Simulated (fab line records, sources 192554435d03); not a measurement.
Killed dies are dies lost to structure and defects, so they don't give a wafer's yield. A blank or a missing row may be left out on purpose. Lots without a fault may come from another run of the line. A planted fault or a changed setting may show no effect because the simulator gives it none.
A struck lot beside a sound one | flow n5_finfet | 36 steps out of a route of 1938
Sound: wafers L446.1, L446.2, L446.5. Struck: wafers L445.2, L445.3, L445.5. The cause comes at the end.
At each step with rows: each side's tool, then ch and its chambers, then its first start. Under that, the readings that differ: sound wafers | struck wafers | difference of the means | sigmas: that difference in standard deviations of wafers without a fault.
alike: readings whose means differ by less than 2 such deviations, and words and numbers that are the same on both sides. not compared: withheld readings, readings that some wafer has no value for, bounds like >300 that may hide the same value, and numbers for which the record gives no deviation and whose values overlap.
The two part at a step that has a row with sigmas, a row that says differs or no value, or rows on one side only. Numbers that don't overlap but have no deviation are shown without sigmas and don't part them. A reading that every wafer of one side lacks parts them only if that side has two wafers or more.

first, 9 steps without rows for these wafers: N5_BEOL_M4_ANNEAL_95 (time 240 s); N5_BEOL_M4_SPUTTER_96 (material Cu, target thk 4.5 nm, time 8.29 s); N5_BEOL_M4_ECD_50 (material Cu, target thk 300 nm); N5_BEOL_M4_ANNEAL_51 (time 90 s); N5_BEOL_M4_CMP_52 (polishes, stops on SiOC, t overpolish 6.8 s, target thk 40 nm); N5_BEOL_M4_PRE_CLEAN_60 (time 15 s); N5_BEOL_M4_CO_CAP_55 (material Co, precursor CCTBA/H2, target thk 2 nm, time 102.1 s); N5_BEOL_M4_PRE_CLEAN_56 (time 15 s); N5_BEOL_M4_DEP_57 (deposits SiCN from 3MS/NH3, target thk 8 nm, time 14 s).
N5_BEOL_M4_RC_MEAS_101:
  sound on prober-01 ch 0, day 12 12:32; struck on prober-01 ch 0, day 12 10:05
  alike: DIBL_N, DIBL_P, IOFF_N, IOFF_P, ION_N, ION_P, SS_N, SS_P, VT_N, VT_P
then, 24 steps without rows for these wafers: N5_BEOL_M5_ILD_DEP_00 (deposits SiCOH lowk from DEMS/porogen, target thk 140.64 nm, time 25.9 s); N5_BEOL_M5_CURE_79 (cures SiCOH lowk, time 240 s); N5_BEOL_M5_PECVD_70 (deposits SiO2 from TEOS/O2, target thk 16 nm, time 18 s); N5_BEOL_M5_HM_DEP_02 (deposits TiN, target thk 20 nm); N5_BEOL_M5_COAT_59 (time 60 s, resist thk 60 nm); N5_BEOL_M5_COAT_60 (time 60 s, resist thk 12 nm); N5_BEOL_M5_COAT_71 (time 60 s, resist thk 5 nm); N5_BEOL_M5_COAT_05 (resist thk 30 nm); N5_BEOL_M5_EBR_07; N5_BEOL_M5_SOFTBAKE_06 (time 60 s); N5_BEOL_M5_EXPOSE_08 (exposes mask M5, target cd 28 nm); N5_BEOL_M5_PEB_09 (peb time 60 s); N5_BEOL_M5_DEVELOP_10 (develop time 30 s); N5_BEOL_M5_DESCUM_16 (chemistry O2, time 7 s); N5_BEOL_M5_ETCH_72 (etches underlayer in N2/H2, target depth 6.5 nm, time 5.2 s); N5_BEOL_M5_ETCH_61 (etches SiARC in CF4, target depth 15.6 nm, time 26 s); N5_BEOL_M5_ETCH_62 (etches SOC in N2/H2, target depth 75 nm, overetch 15 nm, time 112.5 s); N5_BEOL_M5_STRIP_63 (strips in N2/H2); N5_BEOL_M5_STRIP_73 (strips in N2/H2); N5_BEOL_M5_STRIP_64 (strips in CF4); N5_BEOL_M5_HM_OPEN_17 (chemistry Cl2/BCl3, target TiN, target depth 20 nm, overetch 6 nm); N5_BEOL_M5_STRIP_19 (strips in O2); N5_BEOL_M5_COAT_65 (time 60 s, resist thk 60 nm); N5_BEOL_M5_COAT_66 (time 60 s, resist thk 12 nm).
-- the record jumps here: 3 days lie between the struck wafers' starts before and after (it left off in module BEOL_M5 and takes up again in module BEOL_M14, whose first step shown is number 1770 of the route) --
N5_BEOL_M14_DEP_53: deposits SiCN from 3MS/NH3, target thk 50 nm, time 17.8 s.
  sound on pecvd-01 ch 0,1,2, day 16 09:25; struck on pecvd-02 ch 0,2, day 15 19:29
  no value came back on the struck wafers for any of 5 readings (chamber_pressure_Torr (Torr), rf_fwd_power_W (W) and others); on the sound wafers chamber_pressure_Torr (Torr) reads 2.994 3.005 2.995
N5_PASSIVATION_PROBE_49:
  sound on prober-01, day 17 08:07; struck on prober-01, day 16 14:19
  reading                  | sound          | struck         | difference | sigmas
  defect_limited_yield (%) | 92.0 92.3 92.3 | 0 0 0          | -92        | -66
  killed_at_M4_up          | 14 9 17        | 1071 1084 1083 | +1066      | +99 or more
  killed_dies              | 94 91 91       | 1180 1180 1180 | +1088      | +64
  killed_on_rim            | 13 10 14       | 152 152 152    | +140       | +36
  killed_open              | 57 56 57       | 88 78 76       | +24        | +2
  sort_bin_5_function (%)  | 4.7 4.2 4.4    | 95.5 96.0 96.2 | +91.5      | +96
  sort_n_pass              | 1086 1089 1089 | 0 0 0          | -1088      | -64
  sort_yield_pct (%)       | 92.0 92.3 92.3 | 0 0 0          | -92        | -61
  alike: killed_at_M0_to_M3, killed_at_contacts, killed_at_front_end, killed_at_other, killed_short, sort_bin_6_memory

WHERE THEY PART
First at N5_BEOL_M14_DEP_53; last, within this record, at N5_PASSIVATION_PROBE_49.

WHY: what the simulator had put in
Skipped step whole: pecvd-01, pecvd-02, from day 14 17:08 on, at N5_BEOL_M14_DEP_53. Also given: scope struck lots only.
